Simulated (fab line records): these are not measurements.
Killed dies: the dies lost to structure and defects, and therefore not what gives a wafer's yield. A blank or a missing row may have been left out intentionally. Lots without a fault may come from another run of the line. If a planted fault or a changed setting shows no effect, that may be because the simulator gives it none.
A struck lot beside a sound one || flow nand_harc || 14 steps out of a route of 1159
Sound: wafers L717.2, L717.3, L717.5. Struck: wafers L729.2, L729.4. (L729.6 of the same lot was not struck and is left out.) The cause comes at the end.
Each step with rows lists, per side, the tool, then ch with its chambers, then its first start. Under that, the readings that differ: sound wafers || struck wafers || difference of the means || sigmas: that difference in standard deviations of wafers without a fault.
alike: readings with means less than 2 such deviations apart, plus words and numbers identical on both sides. not compared: withheld readings, readings lacking a value on some wafer, bounds such as >300 that could conceal the same value, and numbers that have no deviation in the record and whose values overlap.
A row with sigmas, a row that says differs or no value, or rows on one side alone: a step with any of these is where the two part. Numbers that don't overlap but have no deviation are shown without sigmas and don't part them. A reading that every wafer of one side lacks parts them only if that side has two wafers or more.

first, 4 steps without rows for these wafers: NHARC_P_M2_EBR_05; NHARC_P_M2_EXPOSE_06 (exposes mask P M2, target cd 170 nm); NHARC_P_M2_PEB_07 (peb time 65 s); NHARC_P_M2_DEVELOP_08 (develop time 35 s).
NHARC_P_M2_CD_MEAS_09: the cd target is 170 nm.
  sound on cd_sem-01 ch 0, day 6 18:44; struck on cd_sem-01 ch 0, day 9 13:08
  alike: cd_nm
NHARC_P_M2_OVL_MEAS_10: pitch 340 nm.
  struck on overlay-01, day 9 13:13; sound on overlay-01, day 6 18:49
  alike: overlay_x_nm, overlay_y_nm
NHARC_P_M2_INSPECT_11:
  struck on defect_inspect-02, day 9 13:16; sound on defect_inspect-01, day 6 18:52
  alike: raw_defect_count
NHARC_P_M2_DESCUM_14: chemistry O2, time 3 s.
  sound on rie_diel-02 ch 0,1,2, day 6 18:55; struck on rie_diel-13 ch 1,2, day 9 13:19
  alike: drypump_motor_current_A, oes_product_au, rf_vpp_V, showerhead_plenum_p_Torr, throttle_valve_pct
  not compared: rf_hours_counter_h
NHARC_P_M2_ETCH_35: etches the open film in N2/H2, target depth 40 nm, overetch 12 nm, time 43.94 s.
  sound on rie_diel-02 ch 2,3, day 6 19:01; struck on rie_diel-13 ch 0,2, day 9 13:25
  alike: drypump_motor_current_A, oes_product_au, rf_vpp_V, run_length_s, showerhead_plenum_p_Torr, throttle_valve_pct
  not compared: rf_hours_counter_h
NHARC_P_M2_ETCH_15: etches the open film in C4F8/Ar, target depth 182.5 nm, time 91.2 s.
  sound: rie_diel-02 ch 0,1,2; struck: rie_diel-13 ch 1,2
  alike: oes_product_au, rf_vpp_V, run_length_s
  not compared: rf_hours_counter_h
NHARC_P_M2_CD_MEAS_16:
  struck on cd_sem-02, day 9 13:37; sound on cd_sem-01, day 6 19:13
  alike: cd_nm
NHARC_P_M2_STRIP_18: strips in N2/H2.
  sound on rie_diel-02 ch 0,1, day 6 19:18; struck on rie_diel-02 ch 2,3, day 9 13:43
  alike: drypump_motor_current_A, oes_product_au, rf_vpp_V, showerhead_plenum_p_Torr, throttle_valve_pct
  not compared: rf_hours_counter_h
NHARC_P_M2_ETCH_28: etches the open film in CF4/N2, target depth 30 nm, time 72.99 s.
  sound on rie_diel-02 ch 0,1,3, day 6 19:33; struck on rie_diel-02 ch 0,2, day 9 13:56
{"reading": "run_length_s (s)", "sound": "94.0 94.9 94.3", "struck": "75.9 76.5", "difference": -18.2, "sigmas": -37}
  alike: drypump_motor_current_A, oes_product_au, rf_vpp_V, showerhead_plenum_p_Torr, throttle_valve_pct
  not compared: rf_hours_counter_h
then, 1 step without rows for these wafers: NHARC_P_M2_STRIP_19 (strips in post etch residue remover, time 600 s).

## WHERE THEY PART
At NHARC_P_M2_ETCH_28 and nowhere else, as far as this record goes.

WHY: the cause the simulator had injected
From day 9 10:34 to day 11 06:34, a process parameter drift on rie_diel-02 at NHARC_P_M2_ETCH_28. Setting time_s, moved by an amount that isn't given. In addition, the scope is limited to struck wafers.
